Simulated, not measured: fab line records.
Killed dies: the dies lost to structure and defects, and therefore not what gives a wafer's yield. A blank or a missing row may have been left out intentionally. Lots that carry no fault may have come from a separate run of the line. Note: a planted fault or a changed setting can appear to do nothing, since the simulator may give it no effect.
fab line records	flow n5-finfet
record: lots: 24	wafers: 72	last-day: 21
route steps=1938 shown FIN_SAQP@96 FIN_CUT@177
lots with no fault: from the same line, run without faults
start-h: the number of hours between the record's first day and the start of the first shown wafer of the lot	wait-h: time in hours since the lot's previous step	" repeats the value in the row above	L1.1+2: one row covering several wafers at once	- either no value or no given start	* or withheld: withheld	< > ~ a bound
route shown NAME@n: a module of which the file shows steps, and the number in the route of the first	usual: average and standard deviation across the fault-free wafers	same: alike in all rows	chamber/n: place in a boat	sites: the reading at each site	_std_site: the values' standard deviation	_edge_site: mean of outer sites minus mean of inner sites	radius-mm: how far each site lies from the wafer's centre	mask NAME#n: copy n	behind: the most recent tool/chamber to have shaped the wafer	hold: cause of the lot's hold/its duration in hours/its outcome	device: whichever transistor did not switch (one of n, p or np)	end of line: the tests these same wafers got at the end of their route	a step with no rows: only its recipe	killed: dies that structure and defects cost at the first sort, which is not the same as the wafer's yield	map: shows each die of a wafer: x if killed, . if not, _ if none is there
set.NAME: the setting that was run; set.NAME@STEP: the one run at that earlier step	model.NAME: the simulator's own value behind a step, which no gauge read
a sample of lots followed through the steps of the route, with each step as a table and each wafer as a row
services: from which hour (start-h, from the record's first day; less than 0 if before it) a tool's chamber was out of use, for how many hours, and why
== steps ==
step: N5_FIN_SAQP_HM_DEP_03
recipe: material: SiNx	target-thk-a: 380	temp-c: 400	precursor: SiH4/NH3/N2	pressure-torr: 1.5	rf-w: 300	time-s: 33.6
usual: heater-power-w: 845/120	showerhead-plenum-p-Torr: 5.12/0.077	throttle-valve-pct: 40.2/1.6
lot.wafer	tool	chamber	start-h	wait-h	heater-power-w	showerhead-plenum-p-Torr	throttle-valve-pct
L074.3	pecvd-01	1	22.09	0.2	851	5.25	38.0
L074.4	"	0	"	"	647	5.13	41.4
L074.5	"	1	"	"	845	5.25	38.1
L075.1	pecvd-01	1	26.70	0.2	750	5.25	37.9
L075.4	"	1	"	"	754	5.27	38.0
L075.5	"	0	"	"	751	5.12	41.5
L076.2	pecvd-02	0	32.84	0.2	758	5.15	40.9
L076.5	"	0	"	"	770	5.15	40.8
L076.6	"	2	"	"	745	5.17	38.1
L077.2	pecvd-02	2	38.51	0.2	770	5.16	38.0
L077.3	"	1	"	"	873	5.09	41.1
L077.6	"	2	"	"	756	5.18	38.1
L078.1	pecvd-04	2	45.01	0.2	986	5.16	40.1
L078.4	"	2	"	"	997	5.17	40.0
L078.6	"	0	"	"	993	5.07	39.6
L079.2	pecvd-04	2	50.60	0.2	969	5.17	40.2
L079.3	"	1	"	"	895	5.02	42.2
L079.4	"	1	"	"	715	5.00	42.4
L080.2	pecvd-02	1	57.00	0.2	876	5.08	41.5
L080.4	"	2	"	"	753	5.17	38.1
L080.5	"	0	"	"	855	5.16	40.8
L081.1	pecvd-04	1	63.61	0.2	847	5.01	42.0
L081.2	"	2	"	"	931	5.16	39.7
L081.6	"	2	"	"	960	5.17	40.0
L082.1	pecvd-01	2	69.20	0.2	588	5.20	36.5
L082.3	"	1	"	"	759	5.25	38.2
L082.6	"	2	"	"	587	5.18	36.5
L083.1	pecvd-04	2	75.89	0.2	942	5.17	39.9
L083.2	"	1	"	"	751	5.01	42.1
L083.5	"	1	"	"	756	5.01	42.4
L084.1	pecvd-04	1	81.91	0.2	854	5.01	42.0
L084.3	"	1	"	"	867	5.01	42.0
L084.5	"	2	"	"	987	5.17	40.3
L085.2	pecvd-04	0	87.44	0.2	1084	5.08	39.7
L085.3	"	1	"	"	814	5.00	42.0
L085.6	"	1	"	"	825	5.01	42.3
L086.3	pecvd-04	1	95.88	0.1	832	5.01	42.1
L086.5	"	0	"	"	926	5.07	39.5
L086.6	"	1	"	"	863	5.01	42.0
L087.1	pecvd-01	1	101.50	0.2	747	5.26	37.7
L087.2	"	0	"	"	764	5.13	41.8
L087.6	"	0	"	"	759	5.12	41.8
L088.1	pecvd-04	1	104.70	0.2	787	5.01	42.4
L088.5	"	2	"	"	895	5.18	40.1
L088.6	"	1	"	"	790	5.02	42.2
L089.1	pecvd-04	1	111.50	0.2	871	5.02	42.1
L089.2	"	0	"	"	1003	5.09	39.6
L089.5	"	0	"	"	990	5.07	39.6
L090.2	pecvd-01	2	117.52	0.2	584	5.18	36.7
L090.3	"	0	"	"	673	5.11	42.0
L090.6	"	0	"	"	709	5.11	41.5
L091.3	pecvd-04	1	123.19	0.1	878	5.00	42.1
L091.4	"	1	"	"	878	5.01	42.0
L091.6	"	0	"	"	1097	5.08	39.7
L092.3	pecvd-01	0	128.87	0.1	755	5.12	41.9
L092.5	"	1	"	"	828	5.26	38.2
L092.6	"	0	"	"	742	5.12	41.6
L093.1	pecvd-02	1	134.83	0.2	878	5.07	41.6
L093.3	"	2	"	"	807	5.17	39.1
L093.6	"	0	"	"	713	5.14	41.1
L094.1	pecvd-04	2	141.04	0.2	817	5.17	39.9
L094.3	"	1	"	"	725	4.99	42.1
L094.4	"	1	"	"	755	5.00	42.3
L095.1	pecvd-04	2	147.66	0.2	950	5.15	39.9
L095.3	"	0	"	"	1035	5.08	39.8
L095.6	"	0	"	"	1001	5.08	40.1
L096.1	pecvd-04	0	153.61	0.2	995	5.09	39.7
L096.5	"	1	"	"	729	5.02	42.3
L096.6	"	0	"	"	1016	5.08	39.9
L097.2	pecvd-04	2	158.94	0.2	972	5.17	40.1
L097.3	"	0	"	"	982	5.07	39.9
L097.6	"	2	"	"	966	5.17	40.0
step: N5_FIN_SAQP_OVL_MEAS_17
recipe: points-per-wafer: 44
usual: FIN_CORE_OVL: -0.1/0.81
lot.wafer	tool	chamber	start-h	wait-h	FIN_CORE_OVL[nm]
L074.3	overlay-01	0	22.91	0.0	0.4
L074.4	"	0	"	"	-0.9
L074.5	"	0	"	"	-0.8
L075.1	overlay-01	0	27.54	0.0	1.6
L075.4	"	0	"	"	0.6
L075.5	"	0	"	"	1.0
L076.2	overlay-01	0	33.73	0.0	-0.1
L076.5	"	0	"	"	0.6
L076.6	"	0	"	"	-1.4
L077.2	overlay-02	0	39.33	0.0	0.7
L077.3	"	0	"	"	-0.3
L077.6	"	0	"	"	1.3
L078.1	overlay-02	0	45.89	0.0	0.3
L078.4	"	0	"	"	0.0
L078.6	"	0	"	"	1.0
L079.2	overlay-01	0	51.29	0.0	0.6
L079.3	"	0	"	"	-0.6
L079.4	"	0	"	"	0.7
L080.2	overlay-01	0	57.82	0.0	0.3
L080.4	"	0	"	"	0.1
L080.5	"	0	"	"	-0.7
L081.1	overlay-02	0	64.43	0.0	-0.5
L081.2	"	0	"	"	-0.4
L081.6	"	0	"	"	0.0
L082.1	overlay-02	0	70.05	0.0	-0.3
L082.3	"	0	"	"	-1.1
L082.6	"	0	"	"	-0.4
L083.1	overlay-02	0	76.76	0.0	-0.1
L083.2	"	0	"	"	-1.6
L083.5	"	0	"	"	-0.9
L084.1	overlay-01	0	82.85	0.0	-0.6
L084.3	"	0	"	"	0.0
L084.5	"	0	"	"	0.8
L085.2	overlay-01	0	88.28	0.0	0.5
L085.3	"	0	"	"	-0.5
L085.6	"	0	"	"	-0.5
L086.3	overlay-01	0	96.69	0.0	1.8
L086.5	"	0	"	"	-1.0
L086.6	"	0	"	"	-0.1
L087.1	overlay-02	0	102.32	0.0	-0.5
L087.2	"	0	"	"	-0.7
L087.6	"	0	"	"	-0.6
L088.1	overlay-02	0	105.52	0.0	0.0
L088.5	"	0	"	"	-0.4
L088.6	"	0	"	"	1.3
L089.1	overlay-01	0	112.20	0.0	0.7
L089.2	"	0	"	"	1.3
L089.5	"	0	"	"	0.2
L090.2	overlay-02	0	118.34	0.0	0.3
L090.3	"	0	"	"	-0.6
L090.6	"	0	"	"	0.5
L091.3	overlay-02	0	124.01	0.0	-0.6
L091.4	"	0	"	"	-0.5
L091.6	"	0	"	"	-0.5
L092.3	overlay-01	0	129.56	0.0	-0.2
L092.5	"	0	"	"	0.9
L092.6	"	0	"	"	0.0
L093.1	overlay-01	0	135.65	0.0	0.2
L093.3	"	0	"	"	0.5
L093.6	"	0	"	"	-0.3
L094.1	overlay-02	0	141.86	0.0	0.7
L094.3	"	0	"	"	0.6
L094.4	"	0	"	"	-0.9
L095.1	overlay-01	0	148.35	0.0	1.9
L095.3	"	0	"	"	1.1
L095.6	"	0	"	"	0.8
L096.1	overlay-02	0	154.43	0.0	-1.2
L096.5	"	0	"	"	-1.4
L096.6	"	0	"	"	-1.6
L097.2	overlay-01	0	159.64	0.0	0.8
L097.3	"	0	"	"	-0.8
L097.6	"	0	"	"	0.4
step: N5_FIN_SAQP_SPACER1_ALD_24
recipe: material: SiO2	target-thk-a: 203	temp-c: 300	ald-precursor-family: BDEAS	ald-co-reactant: O2-plasma	pulse-time-s: 1	purge-time-s: 2	co-reactant-purge-time-s: 2	ald-cycles: 218	pressure-torr: 2
usual: heater-power-w: 481/49	precursor-pulse-height-rel: 0.999/0.021
lot.wafer	tool	chamber	start-h	wait-h	heater-power-w	precursor-pulse-height-rel
L074.3	ald-sin-01	0	25.15	1.2	514	0.974
L074.4	"	2	"	"	595	1.008
L074.5	"	3	"	"	510	0.990
L075.1	ald-sin-03	2	28.79	0.3	493	1.016
L075.4	"	3	"	"	504	0.980
L075.5	"	2	"	"	486	0.983
L076.2	ald-sin-03	0	35.02	0.4	442	0.990
L076.5	"	1	"	"	441	1.029
L076.6	"	2	"	"	491	1.030
L077.2	ald-sin-04	1	40.51	0.3	463	0.981
L077.3	"	0	"	"	433	1.031
L077.6	"	0	"	"	428	0.988
L078.1	ald-sin-01	3	47.04	0.3	502	0.997
L078.4	"	2	"	"	598	0.980
L078.6	"	3	"	"	503	0.990
L079.2	ald-sin-03	2	52.75	0.3	480	1.010
L079.3	"	3	"	"	496	0.995
L079.4	"	0	"	"	435	1.002
L080.2	ald-sin-03	3	58.96	0.3	494	1.017
L080.4	"	2	"	"	494	0.985
L080.5	"	2	"	"	499	1.001
L081.1	ald-sin-03	2	65.62	0.3	492	0.989
L081.2	"	0	"	"	434	1.026
L081.6	"	1	"	"	457	0.988
L082.1	ald-sin-04	0	73.05	1.8	438	0.992
L082.3	"	2	"	"	523	1.000
L082.6	"	3	"	"	441	1.006
L083.1	ald-sin-03	3	78.13	0.3	504	1.026
L083.2	"	0	"	"	435	1.021
L083.5	"	2	"	"	493	1.009
L084.1	ald-sin-04	3	85.69	1.5	452	0.982
L084.3	"	1	"	"	457	0.986
L084.5	"	3	"	"	447	0.970
L085.2	ald-sin-03	3	92.50	3.3	501	0.993
L085.3	"	2	"	"	483	0.996
L085.6	"	3	"	"	491	0.990
L086.3	ald-sin-03	3	100.79	3.1	506	0.991
L086.5	"	2	"	"	484	0.993
L086.6	"	1	"	"	452	1.024
L087.1	ald-sin-03	1	103.75	0.3	463	0.995
L087.2	"	0	"	"	432	0.980
L087.6	"	1	"	"	464	0.986
L088.1	ald-sin-01	2	106.74	0.3	599	0.967
L088.5	"	2	"	"	600	1.022
L088.6	"	1	"	"	403	1.032
L089.1	ald-sin-04	0	113.60	0.4	431	1.000
L089.2	"	3	"	"	446	1.041
L089.5	"	0	"	"	441	1.019
L090.2	ald-sin-04	3	119.48	0.3	446	1.001
L090.3	"	2	"	"	523	1.039
L090.6	"	3	"	"	457	1.029
L091.3	ald-sin-01	1	125.16	0.1	409	1.015
L091.4	"	3	"	"	503	0.988
L091.6	"	1	"	"	418	1.022
L092.3	ald-sin-01	1	131.08	0.1	415	0.982
L092.5	"	2	"	"	601	1.003
L092.6	"	1	"	"	412	1.011
L093.1	ald-sin-04	1	136.80	0.3	476	1.016
L093.3	"	3	"	"	460	0.986
L093.6	"	1	"	"	479	1.027
L094.1	ald-sin-04	3	143.74	0.3	470	1.004
L094.3	"	2	"	"	527	1.026
L094.4	"	0	"	"	422	1.016
L095.1	ald-sin-03	1	149.87	0.3	450	1.013
L095.3	"	3	"	"	496	0.970
L095.6	"	2	"	"	490	0.995
L096.1	ald-sin-03	1	155.63	0.3	450	0.978
L096.5	"	2	"	"	494	1.016
L096.6	"	3	"	"	494	0.998
L097.2	ald-sin-01	0	161.28	0.5	534	1.009
L097.3	"	1	"	"	416	1.008
L097.6	"	1	"	"	403	1.055
step: N5_FIN_SAQP_ETCH_65
recipe: chemistry: CF4	target: SiO2	target-depth-a: 40	ion-energy-ev: 350	time-s: 4.4	pressure-mtorr: 10	icp-w: 800	bias-w: 400	cf4-flow-sccm: 80
usual: drypump-motor-current-A: 5.9/0.36	oes-product-au: 1.00/0.034	throttle-valve-pct: 21.77/0.18
lot.wafer	tool	chamber	start-h	wait-h	drypump-motor-current-A	oes-product-au	rf-hours-counter-h	throttle-valve-pct
L074.3	rie-si-02	2	26.22	0.1	5.8	1.00	0	21.61
L074.4	"	1	"	"	6.0	0.99	65	21.90
L074.5	"	0	"	"	6.2	1.01	-	21.79
L075.1	rie-si-03	0	30.02	0.1	6.8	1.01	8	21.74
L075.4	"	3	"	"	5.3	0.99	121	21.82
L075.5	"	1	"	"	5.5	1.02	-	21.93
L076.2	rie-si-03	2	36.09	0.1	5.8	0.94	68	21.58
L076.5	"	2	"	"	5.8	0.92	-	21.59
L076.6	"	1	"	"	5.4	1.03	-	21.95
L077.2	rie-si-01	3	41.63	0.1	6.2	0.98	76	22.30
L077.3	"	2	"	"	6.1	0.98	62	21.65
L077.6	"	3	"	"	6.2	0.97	-	22.29
L078.1	rie-si-03	2	48.11	0.1	5.8	0.93	68	21.59
L078.4	"	3	"	"	5.3	0.99	121	21.85
L078.6	"	2	"	"	5.8	0.93	-	21.60
L079.2	rie-si-02	0	53.82	0.1	6.3	1.00	118	21.80
L079.3	"	2	"	"	5.8	1.00	1	21.59
L079.4	"	1	"	"	6.0	1.00	66	21.91
L080.2	rie-si-01	1	60.06	0.1	5.9	1.04	71	21.82
L080.4	"	3	"	"	6.2	0.97	77	22.29
L080.5	"	1	"	"	5.9	1.04	-	21.82
L081.1	rie-si-02	2	66.71	0.1	5.8	1.01	1	21.58
L081.2	"	1	"	"	6.0	0.99	66	21.90
L081.6	"	0	"	"	6.2	1.02	-	21.79
L082.1	rie-si-01	2	74.39	0.1	6.1	0.97	62	21.66
L082.3	"	3	"	"	6.2	0.97	77	22.30
L082.6	"	2	"	"	6.1	0.98	-	21.65
L083.1	rie-si-02	2	79.20	0.1	5.8	1.01	1	21.59
L083.2	"	1	"	"	6.0	0.99	66	21.92
L083.5	"	0	"	"	6.3	1.02	-	21.79
L084.1	rie-si-02	1	86.76	0.1	6.0	0.99	66	21.92
L084.3	"	0	"	"	6.3	1.01	119	21.79
L084.5	"	2	"	"	5.8	1.00	-	21.60
L085.2	rie-si-02	1	93.58	0.1	6.0	0.99	67	21.91
L085.3	"	3	"	"	5.4	1.05	147	21.63
L085.6	"	2	"	"	5.8	1.00	-	21.60
L086.3	rie-si-02	1	101.91	0.1	6.0	0.99	67	21.91
L086.5	"	3	"	"	5.4	1.05	-	21.65
L086.6	"	0	"	"	6.2	1.01	-	21.80
L087.1	rie-si-03	2	104.82	0.1	5.8	0.92	69	21.60
L087.2	"	3	"	"	5.3	1.01	122	21.82
L087.6	"	0	"	"	6.8	1.01	-	21.73
L088.1	rie-si-03	2	107.82	0.1	5.8	0.93	69	21.60
L088.5	"	2	"	"	5.8	0.93	-	21.58
L088.6	"	3	"	"	5.3	1.00	-	21.82
L089.1	rie-si-01	2	114.95	0.1	6.2	0.98	63	21.66
L089.2	"	1	"	"	6.0	1.05	72	21.80
L089.5	"	3	"	"	6.2	0.97	-	22.29
L090.2	rie-si-02	1	120.76	0.1	6.0	0.99	67	21.90
L090.3	"	2	"	"	5.8	1.00	2	21.59
L090.6	"	0	"	"	6.2	1.01	-	21.79
L091.3	rie-si-01	2	126.23	0.1	6.1	0.97	63	21.64
L091.4	"	0	"	"	5.8	0.95	149	21.62
L091.6	"	3	"	"	6.2	0.96	-	22.29
L092.3	rie-si-01	0	132.15	0.1	5.9	0.96	150	21.64
L092.5	"	2	"	"	6.1	0.97	-	21.66
L092.6	"	1	"	"	5.9	1.05	-	21.81
L093.1	rie-si-03	0	137.87	0.1	6.8	1.01	10	21.73
L093.3	"	1	"	"	5.4	1.02	4	21.95
L093.6	"	2	"	"	5.8	0.92	-	21.58
L094.1	rie-si-02	1	144.82	0.1	6.0	0.99	68	21.92
L094.3	"	2	"	"	5.8	1.01	3	21.59
L094.4	"	0	"	"	6.3	1.01	120	21.81
L095.1	rie-si-02	1	151.06	0.1	5.9	1.00	68	21.89
L095.3	"	0	"	"	6.3	1.01	120	21.78
L095.6	"	3	"	"	5.4	1.05	-	21.65
L096.1	rie-si-01	3	157.02	0.1	6.2	0.99	79	22.28
L096.5	"	1	"	"	5.9	1.06	-	21.82
L096.6	"	0	"	"	5.9	0.97	-	21.62
L097.2	rie-si-02	3	162.57	0.1	5.4	1.04	148	21.65
L097.3	"	1	"	"	6.0	1.00	68	21.91
L097.6	"	2	"	"	5.8	1.01	-	21.59
step: N5_FIN_SAQP_SPACER2_ALD_28
recipe: material: SiO2	target-thk-a: 81	temp-c: 300	ald-precursor-family: BDEAS	ald-co-reactant: O2-plasma	pulse-time-s: 1	purge-time-s: 2	co-reactant-purge-time-s: 2	pressure-torr: 2
usual: heater-power-w: 492/60	precursor-pulse-height-rel: 1.000/0.021
lot.wafer	tool	chamber	start-h	wait-h	heater-power-w	precursor-pulse-height-rel
L074.3	ald-sin-01	1	27.08	0.1	405	0.990
L074.4	"	3	"	"	498	1.012
L074.5	"	1	"	"	413	0.982
L075.1	ald-sin-01	3	31.10	0.3	500	0.996
L075.4	"	2	"	"	607	0.990
L075.5	"	1	"	"	410	0.987
L076.2	ald-sin-01	3	37.07	0.1	486	1.000
L076.5	"	0	"	"	517	1.055
L076.6	"	3	"	"	489	1.018
L077.2	ald-sin-01	0	42.56	0.1	519	1.022
L077.3	"	2	"	"	604	1.017
L077.6	"	2	"	"	606	1.021
L078.1	ald-sin-03	2	48.98	0.1	481	1.010
L078.4	"	1	"	"	450	0.963
L078.6	"	2	"	"	492	0.989
L079.2	ald-sin-01	2	54.68	0.1	615	1.038
L079.3	"	1	"	"	403	1.011
L079.4	"	0	"	"	502	1.007
L080.2	ald-sin-01	2	60.93	0.1	593	1.036
L080.4	"	0	"	"	520	1.008
L080.5	"	2	"	"	618	1.018
L081.1	ald-sin-01	3	68.48	0.9	498	0.981
L081.2	"	2	"	"	610	0.978
L081.6	"	0	"	"	527	1.013
L082.1	ald-sin-01	3	76.10	0.6	508	1.025
L082.3	"	2	"	"	604	1.034
L082.6	"	0	"	"	526	0.977
L083.1	ald-sin-03	0	81.19	1.2	430	0.989
L083.2	"	1	"	"	438	1.007
L083.5	"	2	"	"	480	1.001
L084.1	ald-sin-04	3	88.66	1.1	456	1.010
L084.3	"	0	"	"	438	0.978
L084.5	"	3	"	"	465	1.024
L085.2	ald-sin-01	3	97.60	3.3	509	0.970
L085.3	"	2	"	"	616	0.987
L085.6	"	3	"	"	500	1.008
L086.3	ald-sin-04	1	102.95	0.1	458	0.975
L086.5	"	0	"	"	439	0.980
L086.6	"	3	"	"	450	1.009
L087.1	ald-sin-04	0	105.68	0.1	437	0.971
L087.2	"	3	"	"	456	0.974
L087.6	"	3	"	"	455	1.036
L088.1	ald-sin-04	3	109.10	0.2	452	1.009
L088.5	"	1	"	"	471	0.991
L088.6	"	2	"	"	524	1.011
L089.1	ald-sin-01	1	116.01	0.1	409	1.035
L089.2	"	2	"	"	600	0.996
L089.5	"	1	"	"	398	1.013
L090.2	ald-sin-01	0	121.99	0.1	522	0.983
L090.3	"	1	"	"	404	0.995
L090.6	"	2	"	"	609	1.008
L091.3	ald-sin-01	2	127.09	0.1	584	0.975
L091.4	"	0	"	"	522	0.967
L091.6	"	3	"	"	505	1.001
L092.3	ald-sin-03	1	133.02	0.1	460	0.975
L092.5	"	1	"	"	448	1.029
L092.6	"	0	"	"	440	1.003
L093.1	ald-sin-01	3	138.74	0.1	492	0.966
L093.3	"	1	"	"	405	0.968
L093.6	"	2	"	"	600	1.011
L094.1	ald-sin-01	0	145.88	0.1	514	1.016
L094.3	"	1	"	"	416	0.994
L094.4	"	2	"	"	611	0.960
L095.1	ald-sin-04	2	151.93	0.1	530	0.970
L095.3	"	1	"	"	465	0.985
L095.6	"	3	"	"	454	1.034
L096.1	ald-sin-04	0	157.89	0.1	426	0.987
L096.5	"	1	"	"	472	0.991
L096.6	"	0	"	"	437	1.009
L097.2	ald-sin-03	0	163.64	0.1	434	1.018
L097.3	"	3	"	"	499	0.975
L097.6	"	2	"	"	488	1.014
step: N5_FIN_CUT_CUT_ETCH_28
recipe: chemistry: HBr/Cl2/O2	target: Si	target-depth-a: 60	mask-material: SOC	time-s: 2.4	ion-energy-ev: *	bias-w: *	pressure-mtorr: 10	icp-w: 800	HBr_flow_sccm: 150	Cl2_flow_sccm: 80	O2_flow_sccm: 12
usual: drypump-motor-current-A: 5.8/0.47	oes_o_777_au: 1.01/0.076	oes-product-au: 1.004/0.013	throttle-valve-pct: 36.8/0.53
lot.wafer	tool	chamber	start-h	wait-h	drypump-motor-current-A	oes_o_777_au	oes-product-au	rf-hours-counter-h	throttle-valve-pct
L074.3	rie-si-05	0	29.42	0.0	6.3	1.01	1.010	73	37.2
L074.4	"	1	"	"	5.8	1.10	1.010	11	36.6
L074.5	"	2	"	"	5.1	0.89	0.979	-	37.9
L075.1	rie-si-04	3	33.33	0.0	6.3	1.15	1.000	96	36.5
L075.4	"	0	"	"	6.1	1.00	1.016	-	36.9
L075.5	"	3	"	"	6.2	1.15	1.002	-	36.4
L076.2	rie-si-04	1	39.41	0.0	5.0	0.96	0.994	105	36.2
L076.5	"	3	"	"	6.2	1.16	1.005	-	36.5
L076.6	"	0	"	"	6.1	1.01	1.016	-	36.9
L077.2	rie-si-04	3	44.91	0.0	6.2	1.16	1.011	97	36.4
L077.3	"	1	"	"	5.0	0.96	0.997	105	36.2
L077.6	"	0	"	"	6.2	1.00	1.014	-	36.9
L078.1	rie-si-04	3	51.24	0.0	6.2	1.14	1.007	97	36.4
L078.4	"	1	"	"	5.0	0.95	0.991	-	36.2
L078.6	"	3	"	"	6.2	1.15	1.007	-	36.4
L079.2	rie-si-06	0	57.03	0.0	6.1	0.90	0.996	176	36.9
L079.3	"	1	"	"	6.0	0.97	0.988	3	36.7
L079.4	"	1	"	"	6.0	0.96	0.977	-	36.7
L080.2	rie-si-05	3	63.14	0.0	5.6	0.99	1.017	175	36.9
L080.4	"	1	"	"	5.8	1.09	1.007	12	36.6
L080.5	"	1	"	"	5.8	1.10	1.009	-	36.6
L081.1	rie-si-04	1	70.83	0.0	5.0	0.95	0.989	106	36.2
L081.2	"	2	"	"	5.9	1.00	1.013	17	37.8
L081.6	"	3	"	"	6.2	1.15	1.013	-	36.4
L082.1	rie-si-06	2	78.46	0.0	6.1	1.00	0.979	7	36.5
L082.3	"	3	"	"	5.7	1.03	0.983	185	37.1
L082.6	"	3	"	"	5.7	1.04	0.987	-	37.1
L083.1	rie-si-04	2	83.42	0.0	5.9	1.00	1.019	17	37.8
L083.2	"	3	"	"	6.2	1.15	1.004	97	36.4
L083.5	"	0	"	"	6.2	1.01	1.019	-	36.9
L084.1	rie-si-05	2	91.00	0.0	5.1	0.89	0.987	131	38.0
L084.3	"	3	"	"	5.6	0.99	1.023	176	37.0
L084.5	"	0	"	"	6.3	1.01	1.002	-	37.2
L085.2	rie-si-05	0	99.85	0.0	6.3	1.01	1.008	74	37.2
L085.3	"	2	"	"	5.1	0.89	0.984	131	37.9
L085.6	"	3	"	"	5.6	0.99	1.020	-	36.9
L086.3	rie-si-04	1	105.43	0.0	5.0	0.95	0.996	107	36.2
L086.5	"	1	"	"	5.0	0.95	0.990	-	36.2
L086.6	"	3	"	"	6.2	1.15	1.012	-	36.4
L087.1	rie-si-04	0	107.90	0.0	6.2	1.00	1.014	6	36.9
L087.2	"	3	"	"	6.2	1.15	1.014	98	36.5
L087.6	"	0	"	"	6.2	1.00	1.012	-	36.9
L088.1	rie-si-04	2	111.50	0.0	5.9	1.00	1.017	17	37.8
L088.5	"	0	"	"	6.2	1.00	1.018	-	36.9
L088.6	"	3	"	"	6.2	1.15	1.007	-	36.4
L089.1	rie-si-04	0	118.98	0.0	6.2	1.00	1.009	6	36.9
L089.2	"	1	"	"	5.0	0.95	1.001	107	36.2
L089.5	"	2	"	"	5.9	1.00	1.010	-	37.8
L090.2	rie-si-04	0	124.24	0.0	6.2	1.01	1.014	6	36.9
L090.3	"	3	"	"	6.2	1.15	1.011	98	36.4
L090.6	"	2	"	"	5.9	1.01	1.016	-	37.8
L091.3	rie-si-06	3	129.44	0.0	5.7	1.03	0.983	186	37.1
L091.4	"	1	"	"	6.0	0.97	0.990	4	36.7
L091.6	"	2	"	"	6.1	1.00	0.973	-	36.5
L092.3	rie-si-04	0	135.55	0.0	6.1	1.00	1.019	7	36.9
L092.5	"	1	"	"	5.0	0.95	0.985	-	36.2
L092.6	"	2	"	"	5.9	1.00	1.035	-	37.8
L093.1	rie-si-04	1	141.27	0.0	5.0	0.95	0.989	107	36.2
L093.3	"	2	"	"	5.9	1.01	1.019	18	37.8
L093.6	"	0	"	"	6.2	1.00	1.010	-	36.9
L094.1	rie-si-05	2	148.69	0.0	5.1	0.90	0.988	132	37.9
L094.3	"	0	"	"	6.3	1.01	1.005	75	37.2
L094.4	"	1	"	"	5.7	1.09	1.011	14	36.6
L095.1	rie-si-05	0	154.38	0.0	6.3	1.01	1.008	75	37.2
L095.3	"	3	"	"	5.6	0.99	1.017	177	37.0
L095.6	"	0	"	"	6.3	1.01	1.010	-	37.2
L096.1	rie-si-04	0	160.24	0.0	6.2	1.00	1.009	7	36.9
L096.5	"	0	"	"	6.2	1.00	1.014	-	36.9
L096.6	"	1	"	"	5.0	0.95	0.993	-	36.2
L097.2	rie-si-04	0	166.15	0.0	6.2	1.00	1.010	7	36.9
L097.3	"	3	"	"	6.2	1.15	1.008	99	36.4
L097.6	"	1	"	"	5.0	0.95	0.988	-	36.2
== services ==
tool	chamber	start-h	hours	kind
pecvd-02	1	0.82	10.9	repair
ald-sin-01	1	1.78	8.4	repair
rie-si-04	3	9.00	4.7	repair
rie-si-02	2	9.28	5.8	repair
ald-sin-04	-	11.02	1.1	repair
rie-si-04	-	16.37	2.8	pm
ald-sin-03	-	18.53	2.8	pm
rie-si-04	3	26.07	3.9	repair
rie-si-06	-	26.58	0.3	repair
pecvd-04	-	29.69	2.8	pm
rie-si-04	2	32.60	22.9	repair
ald-sin-04	-	55.95	1.2	repair
rie-si-04	3	56.76	5.6	repair
pecvd-02	0	66.44	6.4	repair
pecvd-04	-	69.75	3.1	repair
rie-si-03	1	72.40	7.9	repair
pecvd-04	0	78.57	8.8	repair
ald-sin-01	-	79.38	14.6	pm
rie-si-04	2	100.54	8.3	repair
pecvd-02	-	101.16	2.3	repair
rie-si-02	3	113.66	15.8	repair
rie-si-03	1	133.48	3.0	repair
rie-si-02	-	148.65	0.1	repair
rie-si-02	0	154.09	8.8	repair
== key ==
fault none
